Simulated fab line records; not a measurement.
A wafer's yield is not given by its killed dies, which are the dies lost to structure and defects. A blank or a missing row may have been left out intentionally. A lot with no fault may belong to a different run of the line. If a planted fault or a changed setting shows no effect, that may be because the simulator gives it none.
fab line records | flow nand_harc
[record] lots = 13 wafers = 39 last_day = 31
route steps=1302 shown P_STI@88 A_BONDPAD@1231 THIN_TSV@1271 END@1302
lots that met no fault: from a run of the same line without faults
start_h: the number of hours between the record's first day and the start of the first shown wafer of the lot | wait_h: hours since the lot's step before | " the same as in the row above | L1.1+2: a row that stands for several wafers | - no value, or no start was given | * or withheld: withheld | < > ~ a bound
route shown NAME@n: names a module that has steps shown in the file, with the first one's number in the route | usual: mean/standard deviation of fault-free wafers | same: alike in all rows | chamber/n: place in a boat | sites: per-site readings | _std_site: the standard deviation of these | _edge_site: mean of outer sites minus mean of inner sites | radius_mm: how far each site lies from the wafer's centre | mask NAME#n: copy n | behind: the most recent tool/chamber to have shaped the wafer | hold: why the lot was held/for how many hours/how that ended | device: whichever transistor did not switch (one of n, p or np) | end of line: the tests these same wafers got at the end of their route | step lacking rows: just its recipe | killed: the dies lost at the first sort to structure and to defects; this is not the yield of the wafer | map: dies across one wafer; x = killed, . = not, _ = none there
set.NAME: the setting the step ran with; set.NAME@STEP: the setting that earlier step ran with | model.NAME: the simulator's own value behind a step, which no gauge read
steps of the route over a sample of lots; a table a step, a row a wafer
services: when a tool's chamber went out of use (start_h, in hours from the record's first day, below 0 if earlier), for how many hours, and the reason
[[steps]]
[step NHARC_P_STI_ETCH_42]
[recipe] target_depth_a = 800 overetch_a = 240 time_s = 61 ion_energy_ev = 200 n2_flow_sccm = 150 h2_flow_sccm = 150 ar_flow_sccm = 0 rf_w = 400 bias_w = 150 chemistry = N2/H2
[usual] drypump_motor_current_A = 5.9/0.49 oes_product_au = 1.001/0.0075 rf_fwd_power_W = 396.4/1.4 rf_vpp_V = 429.8/2.8 showerhead_plenum_p_Torr = 2.02/0.1 throttle_valve_pct = 14.170/0.0086
// columns lot.wafer tool chamber start_h wait_h drypump_motor_current_A oes_product_au rf_fwd_power_W rf_hours_counter_h rf_vpp_V showerhead_plenum_p_Torr throttle_valve_pct
L102.1 rie_diel-12 1 53.63 0.1 6.6 1.007 396.2 11 429.8 2.03 14.165
L102.4 " 0 " " 6.0 1.000 396.5 12 427.6 1.99 14.156
L102.5 " 1 " " 6.6 1.000 394.3 - 431.5 2.03 14.174
L103.1 rie_diel-08 2 63.43 0.1 5.9 1.004 394.6 2 429.6 2.01 14.170
L103.4 " 3 " " 5.9 1.010 396.0 2 433.6 2.19 14.173
L103.3 " 1 " " 6.8 1.007 397.8 2 431.0 2.06 14.172
L104.3 rie_diel-09 2 75.84 0.1 5.7 0.979 398.2 6 432.7 2.13 14.164
L104.4 " 3 " " 6.2 0.996 397.2 6 434.5 2.21 14.164
L104.6 " 2 " " 5.6 1.001 396.1 - 432.6 2.13 14.175
L105.1 rie_diel-12 2 86.40 0.1 5.1 1.007 398.2 12 429.0 1.96 14.159
L105.4 " 0 " " 6.0 0.996 395.4 14 428.4 1.99 14.173
L105.6 " 2 " " 5.2 1.001 396.7 - 427.2 1.96 14.169
L106.1 rie_diel-08 2 94.25 0.1 5.9 1.009 395.4 4 430.1 2.00 14.182
L106.2 " 0 " " 5.8 1.002 396.8 4 426.3 1.91 14.179
L106.4 " 1 " " 6.8 1.008 393.3 5 429.6 2.06 14.180
L109.2 rie_diel-09 1 122.43 0.1 6.0 0.990 397.0 8 429.1 1.93 14.163
L109.1 " 2 " " 5.6 0.988 397.7 8 433.2 2.13 14.161
L109.4 " 0 " " 5.6 0.999 396.6 8 426.5 1.90 14.173
L110.2 rie_diel-12 1 132.78 0.1 6.6 1.005 396.7 3 430.5 2.03 14.174
L110.3 " 2 " " 5.2 1.007 397.6 3 427.4 1.96 14.161
L110.4 " 3 " " 5.1 1.017 396.3 2 426.0 1.90 14.166
L112.3 rie_diel-12 1 153.57 0.1 6.6 0.996 397.2 4 429.2 2.03 14.165
L112.2 " 0 " " 6.0 1.004 394.1 4 429.4 1.99 14.175
L112.6 " 1 " " 6.6 0.995 398.3 - 429.9 2.03 14.177
L114.4 rie_diel-12 1 174.44 0.1 6.6 0.992 398.1 6 429.9 2.03 14.180
L114.2 " 2 " " 5.2 1.008 397.4 6 428.6 1.96 14.154
L114.5 " 0 " " 6.0 1.001 397.9 - 428.3 1.99 14.173
L115.1 rie_diel-12 3 182.52 0.1 5.1 1.004 394.5 7 424.9 1.90 14.168
L115.4 " 0 " " 6.0 1.010 396.3 8 428.6 1.99 14.189
L115.5 " 3 " " 5.1 1.016 396.4 - 426.2 1.90 14.170
L116.3 rie_diel-09 0 194.01 0.1 5.5 0.991 394.9 2 426.7 1.90 14.172
L116.2 " 1 " " 6.0 1.009 397.1 2 427.5 1.93 14.154
L116.1 " 2 " " 5.6 1.014 395.7 2 432.0 2.13 14.182
L117.1 rie_diel-12 3 206.67 0.1 5.1 1.005 396.4 8 426.2 1.90 14.186
L117.5 " 0 " " 6.0 1.008 394.7 - 428.0 1.99 14.175
L117.6 " 1 " " 6.6 0.994 398.8 - 429.5 2.03 14.163
L118.3 rie_diel-12 0 213.52 0.1 6.0 1.008 393.8 10 429.5 1.99 14.175
L118.4 " 2 " " 5.2 1.007 397.0 10 427.8 1.96 14.187
L118.6 " 3 " " 5.1 1.004 395.4 - 426.5 1.90 14.168
[step NHARC_A_BONDPAD_CMP_19]
[recipe] t_overpolish_s = 30 cu_recess_touch_s = 16 target_thk_nm = 169.82
[usual] motor_current_A = 11.6/0.72 overpolish_run_s = 30.000/0.0094 slurry_filter_dp_kPa = 13.51/0.13
// columns lot.wafer tool chamber start_h wait_h motor_current_A overpolish_run_s slurry_filter_dp_kPa
L102.4 cmp-02 2 549.47 - 11.4 29.995 13.66
L102.1 " 1 " " 11.4 29.980 13.65
L102.5 " 2 " " 11.2 29.988 13.60
L106.2 cmp-04 0 555.69 - 12.8 29.999 13.56
L106.4 " 1 " " 12.2 30.019 13.31
L106.1 " 3 " " 11.0 30.002 13.19
L104.3 cmp-04 2 558.37 - 12.0 30.004 13.41
L104.4 " 0 " " 12.2 29.984 13.52
L104.6 " 3 " " 11.6 30.002 13.49
L103.3 cmp-02 0 563.75 - 12.5 30.001 13.34
L103.4 " 1 " " 11.7 30.001 13.40
L103.1 " 3 " " 11.3 29.997 13.75
L105.4 cmp-03 0 564.06 - 10.4 29.993 13.19
L105.1 " 2 " " 10.7 29.997 13.51
L105.6 " 1 " " 10.7 30.000 13.59
L109.4 cmp-04 2 591.84 - 11.9 30.010 13.64
L109.2 " 3 " " 11.9 30.000 13.41
L109.1 " 0 " " 11.8 30.001 13.70
L110.4 cmp-04 3 624.74 - 11.5 30.007 13.46
L110.3 " 0 " " 11.9 29.995 13.45
L110.2 " 2 " " 12.4 30.002 13.66
L112.2 cmp-03 2 638.98 - 11.5 30.002 13.53
L112.3 " 3 " " 12.3 30.003 13.26
L112.6 " 1 " " 10.8 29.992 13.61
L114.2 cmp-03 1 662.28 - 10.6 30.007 13.60
L114.4 " 0 " " 10.1 29.990 13.36
L114.5 " 1 " " 9.6 29.992 13.45
L115.4 cmp-04 1 674.31 - 12.4 29.993 13.58
L115.1 " 3 " " 12.2 29.999 13.78
L115.5 " 0 " " 11.6 29.992 13.61
L116.2 cmp-04 2 675.23 - 12.0 29.997 13.50
L116.3 " 3 " " 11.3 30.007 13.73
L116.1 " 1 " " 11.8 30.009 13.39
L117.1 cmp-04 2 694.12 - 11.8 29.979 13.69
L117.5 " 2 " " 11.3 29.993 13.39
L117.6 " 3 " " 12.3 30.010 13.61
L118.3 cmp-02 0 707.02 - 11.8 29.993 13.40
L118.4 " 1 " " 11.4 30.002 13.67
L118.6 " 0 " " 12.4 29.999 13.62
[step NHARC_THIN_TSV_PRE_CLEAN_50]
[recipe] time_s = 30 temp_c = 280 gas = H2/He
[usual] heater_power_w = 396/39
// columns lot.wafer tool chamber start_h wait_h heater_power_w
L102.1 pvd_sputter-02 - - - 405
L102.4 " - " " 462
L102.5 " - " " 339
L106.1 pvd_sputter-02 - - - 413
L106.2 " - " " 463
L106.4 " - " " 422
L104.3 pvd_sputter-02 - - - 416
L104.4 " - " " 427
L104.6 " - " " 422
L105.1 pvd_sputter-01 - - - 410
L105.4 " - " " 434
L105.6 " - " " 393
L103.4 pvd_sputter-02 - - - 409
L103.1 " - " " 422
L103.3 " - " " 472
L109.2 pvd_sputter-01 - - - 405
L109.4 " - " " 373
L109.1 " - " " 443
L110.4 pvd_sputter-03 - - - 441
L110.2 " - " " 372
L110.3 " - " " 371
L112.2 pvd_sputter-01 - - - 389
L112.3 " - " " 451
L112.6 " - " " 416
L114.2 pvd_sputter-02 - - - 328
L114.4 " - " " 435
L114.5 " - " " 398
L115.4 pvd_sputter-01 - - - 373
L115.1 " - " " 378
L115.5 " - " " 384
L116.1 pvd_sputter-01 - - - 382
L116.2 " - " " 439
L116.3 " - " " 382
L117.1 pvd_sputter-01 - - - 442
L117.5 " - " " 410
L117.6 " - " " 387
L118.3 pvd_sputter-03 - - - 435
L118.4 " - " " 377
L118.6 " - " " 386
[step NHARC_THIN_TSV_DEGAS_53]
[recipe] temp_c = 300 time_s = 60
[usual] heater_power_w = 449/43
// columns lot.wafer tool chamber start_h wait_h heater_power_w
L102.4 pvd_sputter-03 - 566.93 0.1 427
L102.1 " - " " 409
L102.5 " - " " 419
L106.1 pvd_sputter-01 - 573.52 0.1 486
L106.2 " - " " 459
L106.4 " - " " 452
L104.3 pvd_sputter-03 - 574.96 0.1 422
L104.4 " - " " 404
L104.6 " - " " 426
L105.1 pvd_sputter-03 - 583.59 0.1 491
L105.4 " - " " 418
L105.6 " - " " 499
L103.4 pvd_sputter-02 - 584.90 0.1 474
L103.1 " - " " 529
L103.3 " - " " 478
L109.2 pvd_sputter-03 - 611.08 0.1 495
L109.4 " - " " 422
L109.1 " - " " 424
L110.3 pvd_sputter-03 - 642.03 0.1 489
L110.2 " - " " 409
L110.4 " - " " 413
L112.3 pvd_sputter-02 - 655.13 0.1 483
L112.2 " - " " 526
L112.6 " - " " 373
L114.2 pvd_sputter-01 - 683.27 0.1 421
L114.4 " - " " 524
L114.5 " - " " 520
L115.4 pvd_sputter-03 - 693.97 0.1 415
L115.1 " - " " 425
L115.5 " - " " 498
L116.1 pvd_sputter-02 - 695.23 0.1 443
L116.2 " - " " 539
L116.3 " - " " 389
L117.1 pvd_sputter-01 - 711.66 0.1 503
L117.6 " - " " 500
L117.5 " - " " 433
L118.3 pvd_sputter-02 - 724.57 0.1 472
L118.4 " - " " 373
L118.6 " - " " 528
[step NHARC_END_SORT_01]
[recipe] temp_c = 25
[usual] killed_at_array = 44/16 killed_at_other = 0.6/1.1 killed_at_periphery = 3.9/2.6 killed_dies = 48/16 killed_open = 3.1/1.9 killed_short = 2.4/1.8
[same] gross_dies = 677
// columns lot.wafer tool chamber start_h wait_h killed_at_array killed_at_other killed_at_periphery killed_dies killed_open killed_short
L115.1 prober-02 0 704.12 2.5 58 1 81 140 3 1
L115.4 prober-02 0 706.53 3.4 73 1 4 78 4 1
L115.5 prober-02 0 707.33 3.7 58 0 82 140 2 3
L117.1 prober-01 0 721.70 2.5 64 1 83 148 0 2
L117.5 prober-01 0 724.97 3.8 70 0 10 80 2 4
L117.6 prober-01 0 725.78 4.1 69 0 4 73 5 2
L118.3 prober-02 0 736.39 3.1 42 0 4 46 4 3
L118.4 prober-02 0 737.19 3.4 40 0 1 41 0 2
L118.6 prober-02 0 738.79 4.0 28 0 80 108 2 3
// killed by level:class
L115.1 P_STI:unspecified=78 A_CHANNEL_HOLE_D1:chamber_film_flake=31 A_SLIT:chamber_film_flake=12 A_CHANNEL_HOLE_D2:chamber_film_flake=7 A_CONTACT:chamber_film_flake=4 P_GATE:chamber_film_flake=2 A_CHANNEL_HOLE_D1:geometric_particle:open=1 A_CHANNEL_FILL_D1:geometric_particle:short=1
L115.4 A_CHANNEL_HOLE_D1:chamber_film_flake=37 A_SLIT:chamber_film_flake=20 A_CHANNEL_HOLE_D2:chamber_film_flake=7 A_CONTACT:chamber_film_flake=3 P_GATE:chamber_film_flake=2 A_WL_FILL:chamber_film_flake=2 P_CONTACT:geometric_particle:open=1 A_DECK1_JOINT:geometric_particle:short=1
L115.5 P_STI:unspecified=78 A_CHANNEL_HOLE_D1:chamber_film_flake=23 A_SLIT:chamber_film_flake=22 A_CHANNEL_HOLE_D2:chamber_film_flake=5 A_CONTACT:chamber_film_flake=4 P_GATE:chamber_film_flake=2 P_CONTACT:geometric_particle:open=1 P_CONTACT:geometric_particle:short=1
L117.1 P_STI:unspecified=77 A_CHANNEL_HOLE_D1:chamber_film_flake=29 A_STAIRCASE:chamber_film_flake=14 A_SLIT:chamber_film_flake=11 A_CHANNEL_HOLE_D2:chamber_film_flake=8 P_STI:chamber_film_flake=2 P_CONTACT:chamber_film_flake=2 P_M1:chamber_film_flake=2
L117.5 A_CHANNEL_HOLE_D1:chamber_film_flake=31 A_SLIT:chamber_film_flake=13 A_CHANNEL_HOLE_D2:chamber_film_flake=10 A_STAIRCASE:chamber_film_flake=7 P_M1:chamber_film_flake=4 A_CONTACT:chamber_film_flake=3 P_STI:chamber_film_flake=2 P_CONTACT:chamber_film_flake=2
L117.6 A_CHANNEL_HOLE_D1:chamber_film_flake=19 A_SLIT:chamber_film_flake=13 A_CHANNEL_HOLE_D2:chamber_film_flake=11 A_STAIRCASE:chamber_film_flake=10 A_CONTACT:chamber_film_flake=4 P_M1:chamber_film_flake=3 A_M0:chamber_film_flake=3 A_CHANNEL_FILL_D2:chamber_film_flake=2
L118.3 A_SLIT:chamber_film_flake=16 A_CONTACT:chamber_film_flake=9 A_STAIRCASE:chamber_film_flake=7 A_CHANNEL_HOLE_D1:chamber_film_flake=4 P_STI:chamber_film_flake=2 P_STI:geometric_particle:short=1 P_M0:geometric_particle:open=1 A_CHANNEL_FILL_D1:geometric_particle:open=1
L118.4 A_SLIT:chamber_film_flake=17 A_STAIRCASE:chamber_film_flake=6 A_CONTACT:chamber_film_flake=6 A_CHANNEL_HOLE_D1:chamber_film_flake=4 A_DECK1_JOINT:chamber_film_flake=2 A_WL_FILL:chamber_film_flake=2 A_CHANNEL_HOLE_D2:geometric_particle:short=1 A_M0:geometric_particle:short=1
L118.6 P_STI:unspecified=79 A_SLIT:chamber_film_flake=14 A_CHANNEL_HOLE_D1:chamber_film_flake=3 A_STAIRCASE:chamber_film_flake=3 A_CONTACT:chamber_film_flake=3 A_ONON_D2:geometric_particle:short=2 P_CONTACT:geometric_particle:short=1 A_SGD_CUT:geometric_particle:open=1
[[services]]
// columns tool chamber start_h hours kind
pvd_sputter-01 - 48.04 10.0 pm
rie_diel-12 - 91.40 9.0 pm
pvd_sputter-02 - 104.06 10.0 pm
rie_diel-12 2 108.70 1.2 repair
pvd_sputter-03 - 119.46 2.5 repair
rie_diel-12 3 120.15 6.4 repair
pvd_sputter-02 - 141.91 3.6 repair
rie_diel-12 - 157.70 0.3 repair
pvd_sputter-03 - 170.06 10.0 pm
pvd_sputter-01 - 202.15 8.3 repair
rie_diel-12 1 219.83 6.2 repair
pvd_sputter-01 - 226.04 10.0 pm
pvd_sputter-01 - 243.21 0.9 repair
pvd_sputter-02 - 282.06 10.0 pm
pvd_sputter-01 - 404.04 10.0 pm
pvd_sputter-02 - 433.05 3.0 repair
pvd_sputter-01 - 440.10 1.9 repair
pvd_sputter-02 - 460.06 10.0 pm
pvd_sputter-02 - 544.66 4.3 repair
pvd_sputter-01 - 582.04 10.0 pm
pvd_sputter-02 - 638.06 10.0 pm
pvd_sputter-01 - 638.48 5.0 repair
pvd_sputter-01 - 672.18 4.0 repair
pvd_sputter-02 - 713.26 3.9 repair
[[key]]
[first_sign] step = NHARC_END_SORT_01 reading = killed_at_periphery direction = up sigmas = 30 usual = 3.9 struck = 81.5
[effect] step = NHARC_END_SORT_01 reading = killed_dies direction = up sigmas = 5.3 usual = 48 struck = 134
[more_kills_born_at] NHARC_P_STI_ETCH_42@rie_diel-12 = 310
met_at NHARC_P_STI_ETCH_42
struck_lots L115,L117,L118
struck_wafers L115.1,L115.5,L117.1,L118.6
tester_left_out L115,L117,L118
not_acting_at NHARC_A_BONDPAD_CMP_19,NHARC_THIN_TSV_PRE_CLEAN_50,NHARC_THIN_TSV_DEGAS_53
onset_between 132.78 182.52
[fault] kind = chamber_particle_source tool = rie_diel-12 chamber = 3 onset_h = 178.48 steps = NHARC_P_STI_ETCH_42 rate_per_visit_cm2 = 0.64127 end_h = 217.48
// tester_left_out: of these lots the tester's yield and bins aren't shown, on N5 and GAA mostly nor the transistor test; their killed dies are dies lost to structure and defects alone, not to doping, threshold or leakage, so they don't give the yield
